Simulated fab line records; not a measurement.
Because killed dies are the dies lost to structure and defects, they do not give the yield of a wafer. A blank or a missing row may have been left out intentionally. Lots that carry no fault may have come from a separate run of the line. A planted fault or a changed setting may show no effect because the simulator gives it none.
Which of the tools did it? || flow n5 finfet || 72 wafers from 24 lots sampled at 2 of the route's 1938 steps

WHAT EACH GAUGE READ, for each wafer
N5_BEOL_M5_CD_MEAS_35: target cd 28 nm, target cd y 24 nm. Usual: cd nm reads 28.08 nm (standard deviation 0.3).
{"lot": "L074", "measured": "day 8 18:24", "on": "cd sem-02", "cd nm (nm)": "28.00 28.05 28.43", "flag": ""}
{"lot": "L075", "measured": "day 9 08:05", "on": "cd sem-02", "cd nm (nm)": "27.87 28.27 27.84", "flag": ""}
{"lot": "L076", "measured": "day 9 15:21", "on": "cd sem-01", "cd nm (nm)": "28.28 27.72 28.11", "flag": ""}
{"lot": "L077", "measured": "day 9 15:30", "on": "cd sem-03", "cd nm (nm)": "27.84 28.17 28.08", "flag": ""}
{"lot": "L078", "measured": "day 9 22:57", "on": "cd sem-01", "cd nm (nm)": "29.08 28.12 28.43", "flag": ""}
{"lot": "L079", "measured": "day 9 23:20", "on": "cd sem-03", "cd nm (nm)": "27.66 28.12 28.12", "flag": ""}
{"lot": "L080", "measured": "day 10 04:19", "on": "cd sem-03", "cd nm (nm)": "28.38 28.07 28.18", "flag": ""}
{"lot": "L081", "measured": "day 10 13:17", "on": "cd sem-03", "cd nm (nm)": "28.45 27.63 27.96", "flag": ""}
{"lot": "L083", "measured": "day 11 00:05", "on": "cd sem-01", "cd nm (nm)": "28.27 27.94 27.76", "flag": ""}
{"lot": "L082", "measured": "day 11 02:48", "on": "cd sem-03", "cd nm (nm)": "27.98 27.96 28.32", "flag": ""}
{"lot": "L084", "measured": "day 11 20:19", "on": "cd sem-03", "cd nm (nm)": "27.70 27.96 28.01", "flag": ""}
{"lot": "L085", "measured": "day 12 01:30", "on": "cd sem-01", "cd nm (nm)": "27.91 28.50 28.06", "flag": ""}
{"lot": "L086", "measured": "day 12 01:37", "on": "cd sem-02", "cd nm (nm)": "27.83 27.85 27.76", "flag": ""}
{"lot": "L087", "measured": "day 12 07:14", "on": "cd sem-01", "cd nm (nm)": "28.33 27.74 27.73", "flag": ""}
{"lot": "L089", "measured": "day 12 08:39", "on": "cd sem-02", "cd nm (nm)": "28.36 28.34 28.42", "flag": ""}
{"lot": "L088", "measured": "day 12 13:43", "on": "cd sem-03", "cd nm (nm)": "27.63 28.03 27.54", "flag": ""}
{"lot": "L090", "measured": "day 12 22:31", "on": "cd sem-02", "cd nm (nm)": "28.01 27.91 28.05", "flag": ""}
{"lot": "L092", "measured": "day 13 01:49", "on": "cd sem-03", "cd nm (nm)": "27.65 27.63 28.00", "flag": ""}
{"lot": "L091", "measured": "day 13 05:13", "on": "cd sem-01", "cd nm (nm)": "27.82 27.71 28.13", "flag": ""}
{"lot": "L094", "measured": "day 13 20:51", "on": "cd sem-02", "cd nm (nm)": "28.24 27.98 28.05", "flag": ""}
{"lot": "L095", "measured": "day 14 04:20", "on": "cd sem-01", "cd nm (nm)": "28.10 28.12 28.18", "flag": ""}
{"lot": "L093", "measured": "day 14 04:26", "on": "cd sem-02", "cd nm (nm)": "28.16 28.07 28.30", "flag": ""}
{"lot": "L096", "measured": "day 14 11:54", "on": "cd sem-02", "cd nm (nm)": "28.30 28.46 27.60", "flag": ""}
{"lot": "L097", "measured": "day 14 13:11", "on": "cd sem-03", "cd nm (nm)": "27.87 27.62 28.32", "flag": ""}

EACH LOT AND THE TOOL THAT RAN IT (in order: tool; ch and the chambers of the sampled wafers; start)
{"lot": "L074", "N5_BEOL_M5_STRIP_91": "rie diel-05 ch 0,1,3, day 8 18:24 or earlier"}
{"lot": "L075", "N5_BEOL_M5_STRIP_91": "rie diel-06 ch 1,2,3, day 9 08:05 or earlier"}
{"lot": "L076", "N5_BEOL_M5_STRIP_91": "rie diel-02 ch 0,1,3, day 9 15:21 or earlier"}
{"lot": "L077", "N5_BEOL_M5_STRIP_91": "rie diel-05 ch 0,1,2, day 9 15:30 or earlier"}
{"lot": "L078", "N5_BEOL_M5_STRIP_91": "rie diel-02 ch 0,2, day 9 22:57 or earlier"}
{"lot": "L079", "N5_BEOL_M5_STRIP_91": "rie diel-02 ch 0,1,2, day 9 23:20 or earlier"}
{"lot": "L080", "N5_BEOL_M5_STRIP_91": "rie diel-06 ch 0,1,3, day 10 04:19 or earlier"}
{"lot": "L081", "N5_BEOL_M5_STRIP_91": "rie diel-06 ch 1,2,3, day 10 13:17 or earlier"}
{"lot": "L083", "N5_BEOL_M5_STRIP_91": "rie diel-06 ch 0,1,3, day 11 00:05 or earlier"}
{"lot": "L082", "N5_BEOL_M5_STRIP_91": "rie diel-05 ch 0,3, day 11 02:48 or earlier"}
{"lot": "L084", "N5_BEOL_M5_STRIP_91": "rie diel-06 ch 1,2,3, day 11 20:19 or earlier"}
{"lot": "L085", "N5_BEOL_M5_STRIP_91": "rie diel-06 ch 0,1,3, day 12 01:30 or earlier"}
{"lot": "L086", "N5_BEOL_M5_STRIP_91": "rie diel-02 ch 0,1, day 12 01:37 or earlier"}
{"lot": "L087", "N5_BEOL_M5_STRIP_91": "rie diel-05 ch 1,2,3, day 12 07:14 or earlier"}
{"lot": "L089", "N5_BEOL_M5_STRIP_91": "rie diel-06 ch 0,1,2, day 12 08:39 or earlier"}
{"lot": "L088", "N5_BEOL_M5_STRIP_91": "rie diel-06 ch 0,1,2, day 12 13:43 or earlier"}
{"lot": "L090", "N5_BEOL_M5_STRIP_91": "rie diel-02 ch 1,2,3, day 12 22:31 or earlier"}
{"lot": "L092", "N5_BEOL_M5_STRIP_91": "rie diel-05 ch 0,2,3, day 13 01:49 or earlier"}
{"lot": "L091", "N5_BEOL_M5_STRIP_91": "rie diel-06 ch 1,3, day 13 05:13 or earlier"}
{"lot": "L094", "N5_BEOL_M5_STRIP_91": "rie diel-02 ch 0,1,3, day 13 20:51 or earlier"}
{"lot": "L095", "N5_BEOL_M5_STRIP_91": "rie diel-05 ch 1,3, day 14 04:20 or earlier"}
{"lot": "L093", "N5_BEOL_M5_STRIP_91": "rie diel-06 ch 0,2, day 14 04:26 or earlier"}
{"lot": "L096", "N5_BEOL_M5_STRIP_91": "rie diel-02 ch 2,3, day 14 11:54 or earlier"}
{"lot": "L097", "N5_BEOL_M5_STRIP_91": "rie diel-05 ch 0,1,2, day 14 13:11 or earlier"}
- N5_BEOL_M5_STRIP_91: strips in N2/H2, time 10 s.

AS READ BY THE TOOLS THEMSELVES (means over the sampled wafers that have a number; for cases with no such wafer, the mark the record gives instead)
N5_BEOL_M5_STRIP_91. Usual: drypump motor current A 5.7 A, standard deviation 0.34; h2 flow sccm 200.1 sccm, standard deviation 0.61; oes product au 0.78 a.u., standard deviation 0.084; rf vpp V 59.2 V, standard deviation 0.92; showerhead plenum p Torr 2.53 Torr, standard deviation 0.11; throttle valve pct 23.7 %, standard deviation 0.33.
{"lot": "L074", "tool": "rie diel-05", "drypump motor current A (A)": 5.7, "h2 flow sccm (sccm)": 200.3, "oes product au (a.u.)": 0.85, "rf vpp V (V)": 58.4, "showerhead plenum p Torr (Torr)": 2.50, "throttle valve pct (%)": 23.7, "flag": ""}
{"lot": "L075", "tool": "rie diel-06", "drypump motor current A (A)": 5.7, "h2 flow sccm (sccm)": 200.1, "oes product au (a.u.)": 0.82, "rf vpp V (V)": 59.5, "showerhead plenum p Torr (Torr)": 2.49, "throttle valve pct (%)": 23.7, "flag": ""}
{"lot": "L076", "tool": "rie diel-02", "drypump motor current A (A)": 5.7, "h2 flow sccm (sccm)": 199.5, "oes product au (a.u.)": 0.74, "rf vpp V (V)": 59.4, "showerhead plenum p Torr (Torr)": 2.60, "throttle valve pct (%)": 23.8, "flag": ""}
{"lot": "L077", "tool": "rie diel-05", "drypump motor current A (A)": 5.8, "h2 flow sccm (sccm)": 200.3, "oes product au (a.u.)": 0.77, "rf vpp V (V)": 58.9, "showerhead plenum p Torr (Torr)": 2.54, "throttle valve pct (%)": 23.5, "flag": ""}
{"lot": "L078", "tool": "rie diel-02", "drypump motor current A (A)": 5.4, "h2 flow sccm (sccm)": 200.4, "oes product au (a.u.)": 0.72, "rf vpp V (V)": 59.6, "showerhead plenum p Torr (Torr)": 2.55, "throttle valve pct (%)": 23.5, "flag": ""}
{"lot": "L079", "tool": "rie diel-02", "drypump motor current A (A)": 5.8, "h2 flow sccm (sccm)": 199.7, "oes product au (a.u.)": 0.75, "rf vpp V (V)": 58.6, "showerhead plenum p Torr (Torr)": 2.57, "throttle valve pct (%)": 23.6, "flag": ""}
{"lot": "L080", "tool": "rie diel-06", "drypump motor current A (A)": 5.7, "h2 flow sccm (sccm)": 200.5, "oes product au (a.u.)": 0.84, "rf vpp V (V)": 58.9, "showerhead plenum p Torr (Torr)": 2.57, "throttle valve pct (%)": 23.7, "flag": ""}
{"lot": "L081", "tool": "rie diel-06", "drypump motor current A (A)": 5.7, "h2 flow sccm (sccm)": 200.2, "oes product au (a.u.)": 0.80, "rf vpp V (V)": 58.8, "showerhead plenum p Torr (Torr)": 2.49, "throttle valve pct (%)": 23.7, "flag": ""}
{"lot": "L083", "tool": "rie diel-06", "drypump motor current A (A)": 5.7, "h2 flow sccm (sccm)": 200.2, "oes product au (a.u.)": 0.83, "rf vpp V (V)": 59.9, "showerhead plenum p Torr (Torr)": 2.56, "throttle valve pct (%)": 23.7, "flag": ""}
{"lot": "L082", "tool": "rie diel-05", "drypump motor current A (A)": 5.8, "h2 flow sccm (sccm)": 200.6, "oes product au (a.u.)": 0.84, "rf vpp V (V)": 59.6, "showerhead plenum p Torr (Torr)": 2.50, "throttle valve pct (%)": 23.8, "flag": ""}
{"lot": "L084", "tool": "rie diel-06", "drypump motor current A (A)": 5.7, "h2 flow sccm (sccm)": 200.0, "oes product au (a.u.)": 0.79, "rf vpp V (V)": 60.0, "showerhead plenum p Torr (Torr)": 2.48, "throttle valve pct (%)": 23.7, "flag": ""}
{"lot": "L085", "tool": "rie diel-06", "drypump motor current A (A)": 5.7, "h2 flow sccm (sccm)": 200.5, "oes product au (a.u.)": 0.82, "rf vpp V (V)": 59.5, "showerhead plenum p Torr (Torr)": 2.56, "throttle valve pct (%)": 23.7, "flag": ""}
{"lot": "L086", "tool": "rie diel-02", "drypump motor current A (A)": 5.7, "h2 flow sccm (sccm)": 199.5, "oes product au (a.u.)": 0.89, "rf vpp V (V)": 59.2, "showerhead plenum p Torr (Torr)": 2.62, "throttle valve pct (%)": 23.6, "flag": ""}
{"lot": "L087", "tool": "rie diel-05", "drypump motor current A (A)": 5.6, "h2 flow sccm (sccm)": 200.3, "oes product au (a.u.)": 0.81, "rf vpp V (V)": 59.0, "showerhead plenum p Torr (Torr)": 2.52, "throttle valve pct (%)": 23.5, "flag": ""}
{"lot": "L089", "tool": "rie diel-06", "drypump motor current A (A)": 5.8, "h2 flow sccm (sccm)": 200.4, "oes product au (a.u.)": 0.74, "rf vpp V (V)": 59.1, "showerhead plenum p Torr (Torr)": 2.47, "throttle valve pct (%)": 24.0, "flag": ""}
{"lot": "L088", "tool": "rie diel-06", "drypump motor current A (A)": 5.8, "h2 flow sccm (sccm)": 199.5, "oes product au (a.u.)": 0.75, "rf vpp V (V)": 58.8, "showerhead plenum p Torr (Torr)": 2.47, "throttle valve pct (%)": 24.0, "flag": ""}
{"lot": "L090", "tool": "rie diel-02", "drypump motor current A (A)": 5.8, "h2 flow sccm (sccm)": 200.0, "oes product au (a.u.)": 0.74, "rf vpp V (V)": 59.9, "showerhead plenum p Torr (Torr)": 2.54, "throttle valve pct (%)": 23.8, "flag": ""}
{"lot": "L092", "tool": "rie diel-05", "drypump motor current A (A)": 5.9, "h2 flow sccm (sccm)": 200.4, "oes product au (a.u.)": 0.76, "rf vpp V (V)": 59.6, "showerhead plenum p Torr (Torr)": 2.54, "throttle valve pct (%)": 23.6, "flag": ""}
{"lot": "L091", "tool": "rie diel-06", "drypump motor current A (A)": 5.5, "h2 flow sccm (sccm)": 199.1, "oes product au (a.u.)": 0.85, "rf vpp V (V)": 59.2, "showerhead plenum p Torr (Torr)": 2.57, "throttle valve pct (%)": 23.4, "flag": ""}
{"lot": "L094", "tool": "rie diel-02", "drypump motor current A (A)": 5.7, "h2 flow sccm (sccm)": 200.6, "oes product au (a.u.)": 0.81, "rf vpp V (V)": 59.4, "showerhead plenum p Torr (Torr)": 2.59, "throttle valve pct (%)": 23.7, "flag": ""}
{"lot": "L095", "tool": "rie diel-05", "drypump motor current A (A)": 5.4, "h2 flow sccm (sccm)": 200.2, "oes product au (a.u.)": 0.85, "rf vpp V (V)": 59.7, "showerhead plenum p Torr (Torr)": 2.48, "throttle valve pct (%)": 23.7, "flag": ""}
{"lot": "L093", "tool": "rie diel-06", "drypump motor current A (A)": 5.8, "h2 flow sccm (sccm)": 200.2, "oes product au (a.u.)": 0.74, "rf vpp V (V)": 58.8, "showerhead plenum p Torr (Torr)": 2.57, "throttle valve pct (%)": 24.0, "flag": ""}
{"lot": "L096", "tool": "rie diel-02", "drypump motor current A (A)": 5.5, "h2 flow sccm (sccm)": 200.7, "oes product au (a.u.)": 0.73, "rf vpp V (V)": 59.1, "showerhead plenum p Torr (Torr)": 2.46, "throttle valve pct (%)": 23.5, "flag": ""}
{"lot": "L097", "tool": "rie diel-05", "drypump motor current A (A)": 5.8, "h2 flow sccm (sccm)": 199.7, "oes product au (a.u.)": 0.74, "rf vpp V (V)": 58.8, "showerhead plenum p Torr (Torr)": 2.53, "throttle valve pct (%)": 23.5, "flag": ""}

THE ANSWER, worked out from the rows above alone
Rule: take the mean of a lot's wafers that have a number; if it is more than 3 standard deviations from the usual mean, the lot is off. Also off: a lot with no number at a reading for which 4 or more lots have one. The other lots that the step has rows for count as sound. After the gauges, taken in route order, come the tools' own readings; for these a lot's mean is taken, as printed above. The first step at which some lot is off is used, and at that step the reading that is off furthest; a lot without a number counts as furthest.
Across all readings shown, no lot is off: no conclusion can be drawn from this.

WHAT WAS PUT IN BY THE SIMULATOR
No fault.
